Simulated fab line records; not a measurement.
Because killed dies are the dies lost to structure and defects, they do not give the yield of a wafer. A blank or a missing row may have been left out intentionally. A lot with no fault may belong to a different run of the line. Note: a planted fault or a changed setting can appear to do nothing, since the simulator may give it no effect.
Matching of chambers / flow n5-finfet / N5_HKMG_FIN_DESCUM_53 on rie-diel-04 has 4 sister chambers
The step chemistry O2, time 7.9 s. 4 wafers are shown with their chamber, then 9 later ones without.

== WAFERS WITH THEIR CHAMBER ==
wafer=L078.6; chamber=1; showerhead-plenum-p-Torr (Torr)=2.06
wafer=L083.2; chamber=2; showerhead-plenum-p-Torr (Torr)=2.04
wafer=L089.3; chamber=3; showerhead-plenum-p-Torr (Torr)=2.22
wafer=L089.6; chamber=0; showerhead-plenum-p-Torr (Torr)=2.07

== WAFERS WITHOUT THEIR CHAMBER ==
wafer=L090.1; showerhead-plenum-p-Torr (Torr)=2.07
wafer=L090.3; showerhead-plenum-p-Torr (Torr)=2.22
wafer=L090.6; showerhead-plenum-p-Torr (Torr)=2.07
wafer=L091.4; showerhead-plenum-p-Torr (Torr)=2.07
wafer=L091.5; showerhead-plenum-p-Torr (Torr)=2.22
wafer=L091.6; showerhead-plenum-p-Torr (Torr)=2.04
wafer=L093.1; showerhead-plenum-p-Torr (Torr)=2.07
wafer=L093.4; showerhead-plenum-p-Torr (Torr)=2.05
wafer=L093.5; showerhead-plenum-p-Torr (Torr)=2.04

== WHICH CHAMBER EACH ONE RAN IN ==
wafer=L090.1; from the rows above=0; in truth=0
wafer=L090.3; from the rows above=3; in truth=3
wafer=L090.6; from the rows above=0; in truth=0
wafer=L091.4; from the rows above=0; in truth=0
wafer=L091.5; from the rows above=3; in truth=3
wafer=L091.6; from the rows above=2; in truth=2
wafer=L093.1; from the rows above=0; in truth=0
wafer=L093.4; from the rows above=can't be placed: 2 or 1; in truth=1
wafer=L093.5; from the rows above=2; in truth=2
Correct placement for 8 of the 9. From these rows, 1 cannot be placed; in 1 the true chamber is one of the candidates. Number placed wrongly: 0.
How it was worked out, from the rows above alone: a wafer's distance from a chamber is the root of the sum, over the readings, of the square of ((its reading less the chamber's mean) divided by the reading's scatter). If the next closest chamber is less than 2 further off than the closest, the wafer can't be placed; otherwise it belongs to the closest. For every chamber, the mean is computed from those of its wafers that are shown. The scatter: root of mean squared gap, hidden wafer to nearest shown wafer, with one shown wafer a chamber.
